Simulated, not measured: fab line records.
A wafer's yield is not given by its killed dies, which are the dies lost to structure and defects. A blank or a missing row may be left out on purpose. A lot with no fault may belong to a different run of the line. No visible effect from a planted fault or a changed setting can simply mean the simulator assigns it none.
A struck lot beside a sound one || flow n5 finfet || 43 steps out of a route of 1938
Sound: the wafers L480.2, L480.4, L480.5. Struck: wafer L477.5 (L477.1, L477.2, from the same lot, were not struck and are left out); the cause is given at the end.
Per side, at each step with rows, come the tool, then ch with its chambers, and then its first start. Under that, the readings that differ: sound wafers || struck wafers || difference of the means || sigmas: that difference in standard deviations of wafers without a fault.
alike: a reading whose means differ by less than 2 such deviations, as well as words and numbers matching on both sides. not compared: withheld readings; readings where some wafer has no value; bounds like >300 that might hide an equal value; numbers whose values overlap and for which the record gives no deviation.
The two part at a step that has a row with sigmas, a row that says differs or no value, or rows on one side only. Numbers that don't overlap but have no deviation are shown without sigmas and don't part them. A reading that every wafer of one side lacks parts them only if that side has two wafers or more.

first, 2 steps without rows for these wafers: N5_STI_FIN_REVEAL_PRECLEAN_18 (cleans in SC2, time 45 s); N5_STI_FIN_REVEAL_SRD_28 (time 30 s).
N5_STI_FIN_REVEAL_INSPECT_13: inspects for defects (darkfield).
  sound on defect inspect-02, day 6 00:52; struck on defect inspect-01, day 5 09:21
  alike: raw defect count
then, 7 steps without rows for these wafers: N5_DUMMY_GATE_PRECLEAN_00 (cleans in O3/DIW, time 60 s); N5_DUMMY_GATE_SRD_01 (time 30 s); N5_DUMMY_GATE_ALD_02 (deposits SiO2, target thk 2 nm, pulse time 1 s); N5_DUMMY_GATE_CVD_03 (deposits a-Si from SiH4, target thk 150 nm, time 8042 s); N5_DUMMY_GATE_PRECLEAN_46 (cleans in DIW, time 89.5 s); N5_DUMMY_GATE_SRD_47 (dry time 32 s); N5_DUMMY_GATE_CMP_04 (polishes a-Si).
N5_DUMMY_GATE_THK_MEAS_05:
  sound on film metro-01, day 6 07:19; struck on film metro-01, day 5 14:02
  alike: thk nm
then, 1 step without rows for these wafers: N5_DUMMY_GATE_HM_DEP_06 (deposits SiNx from DCS/NH3, target thk 80 nm, time 5141 s).
N5_DUMMY_GATE_PECVD_30: deposits SiO2 from TEOS/O2, target thk 55 nm, time 10.8 s.
  sound on pecvd-03 ch 0,2, day 6 13:14; struck on pecvd-02 ch 0, day 5 19:59
{"reading": "model.SiO2_of_DUMMY_GATE_PECVD_30.thk nm (nm)", "sound": "54 54.8 55.8", "struck": 70.6, "difference": "+15.7", "sigmas": ""}
then, 9 steps without rows for these wafers: N5_DUMMY_GATE_COAT_34 (time 60 s, resist thk 60 nm); N5_DUMMY_GATE_COAT_35 (time 60 s, resist thk 10 nm); N5_DUMMY_GATE_COAT_28 (time 60 s, resist thk 10 nm); N5_DUMMY_GATE_COAT_09 (resist thk 30 nm); N5_DUMMY_GATE_EBR_11; N5_DUMMY_GATE_SOFTBAKE_10 (time 60 s); N5_DUMMY_GATE_EXPOSE_12 (exposes mask GATE, target cd 25 nm); N5_DUMMY_GATE_PEB_13 (peb time 60 s); N5_DUMMY_GATE_DEVELOP_14 (develop time 30 s).
N5_DUMMY_GATE_CD_MEAS_15: the cd target is 25.8 nm.
  sound on cd sem-02 ch 0, day 6 13:33; struck on cd sem-01 ch 0, day 5 20:25
  alike: cd nm
N5_DUMMY_GATE_OVL_MEAS_16:
  sound on overlay-01 ch 0, day 6 13:36; struck on overlay-02 ch 0, day 5 20:28
  alike: GATE_OVL
N5_DUMMY_GATE_INSPECT_17: inspects for defects (brightfield).
  sound on defect inspect-02, day 6 13:39; struck on defect inspect-02, day 5 20:31
  alike: raw defect count
then, 1 step without rows for these wafers: N5_DUMMY_GATE_DESCUM_20 (chemistry O2, time 6.2 s).
N5_DUMMY_GATE_ETCH_29: etches underlayer in N2/H2, target depth 13 nm.
  sound on rie diel-03 ch 0,1,3, day 6 13:45; struck on rie diel-02 ch 3, day 5 20:37
  alike: drypump motor current A, oes product au, rf vpp V, showerhead plenum p Torr, throttle valve pct
  not compared: rf hours counter h
N5_DUMMY_GATE_ETCH_36: etches SiARC in CF4, target depth 13 nm.
  sound on rie diel-03 ch 0,1,3, day 6 13:47; struck on rie diel-02 ch 3, day 5 20:40
  alike: drypump motor current A, oes product au, rf vpp V, showerhead plenum p Torr, throttle valve pct
  not compared: rf hours counter h
then, 3 steps without rows for these wafers: N5_DUMMY_GATE_ETCH_37 (etches SOC in N2/H2, target depth 60 nm, overetch 30 nm); N5_DUMMY_GATE_STRIP_38 (strips in N2/H2); N5_DUMMY_GATE_STRIP_39 (strips in N2/H2).
N5_DUMMY_GATE_TRIM_49: chemistry O2, time 29 s, target cd 14 nm.
  sound on rie si-04 ch 1,2, day 6 13:55; struck on rie si-06 ch 3, day 5 20:47
  alike: drypump motor current A, oes product au, temp c, throttle valve pct
  not compared: rf hours counter h
then, 1 step without rows for these wafers: N5_DUMMY_GATE_STRIP_40 (strips in CF4).
N5_DUMMY_GATE_CD_MEAS_50: the cd target is 14 nm.
  sound on cd sem-03, day 6 14:10; struck on cd sem-01, day 5 20:56
  alike: cd nm
N5_DUMMY_GATE_ETCH_31: etches SiO2 in C4F6/O2, target depth 82.5 nm, time 27.5 s.
  sound on rie diel-02 ch 1,2,3, day 6 14:22; struck on rie diel-02 ch 2, day 5 20:59
  alike: drypump motor current A, oes product au, rf vpp V, showerhead plenum p Torr, throttle valve pct
  not compared: rf hours counter h
then, 2 steps without rows for these wafers: N5_DUMMY_GATE_STRIP_41 (strips in O2); N5_DUMMY_GATE_HM_OPEN_21 (chemistry CH3F/O2, target SiNx, target depth 120 nm, time 171.4 s).
N5_DUMMY_GATE_ETCH_32: etches SiO2 in CF4, target depth 3.5 nm, time 3.9 s.
  sound on rie si-03 ch 0,2, day 6 14:37; struck on rie si-04 ch 1, day 5 21:14
  alike: drypump motor current A, oes product au, throttle valve pct
  not compared: rf hours counter h
then, 1 step without rows for these wafers: N5_DUMMY_GATE_ETCH_23 (etches poly-Si in HBr/Cl2/O2, target depth 41 nm, time 22.3 s).
N5_DUMMY_GATE_ETCH_44: etches poly-Si in HBr/O2, stops on SiO2, target depth 127.5 nm.
  sound on rie si-03 ch 0,2, day 6 14:43; struck on rie si-04 ch 1, day 5 21:19
{"reading": "model.SiO2_of_DUMMY_GATE_PECVD_30.thk nm (nm)", "sound": "37.6 37.6 39", "struck": 53.8, "difference": "+15.7", "sigmas": ""}
  alike: drypump motor current A, oes product au, throttle valve pct
  not compared: rf hours counter h
N5_DUMMY_GATE_CD_MEAS_24: the cd target is 15 nm.
  sound on cd sem-01, day 6 14:49; struck on cd sem-03, day 5 21:26
  alike: cd nm
-- a jump in the record: the struck wafers' starts before and after are 7 days apart (it breaks off in module DUMMY_GATE and resumes in module BEOL_M4, where the first step shown is number 1111 of the route) --
N5_BEOL_M4_RC_MEAS_101:
  sound on prober-02 ch 0, day 13 10:04; struck on prober-02 ch 0, day 13 04:02
{"reading": "DIBL_P (mV/V)", "sound": "36.6 38.6 35.9", "struck": 31.3, "difference": -5.7, "sigmas": -3}
{"reading": "ION_N (uA/um)", "sound": "682 688 676", "struck": 658, "difference": -24, "sigmas": -2}
{"reading": "ION_P (uA/um)", "sound": "467 470 461", "struck": 451, "difference": -15, "sigmas": -2}
{"reading": "SS_N (mV/dec)", "sound": "70.8 72.1 71.0", "struck": 69.9, "difference": -1.4, "sigmas": -2}
  alike: DIBL_N, IOFF_N, IOFF_P, SS_P, VT_N, VT_P
next, for these wafers, 1 step has no rows: N5_PASSIVATION_PROBE_49.

WHERE THEY PART
Only at N5_BEOL_M4_RC_MEAS_101, within this record.

WHY: what had been put in by the simulator
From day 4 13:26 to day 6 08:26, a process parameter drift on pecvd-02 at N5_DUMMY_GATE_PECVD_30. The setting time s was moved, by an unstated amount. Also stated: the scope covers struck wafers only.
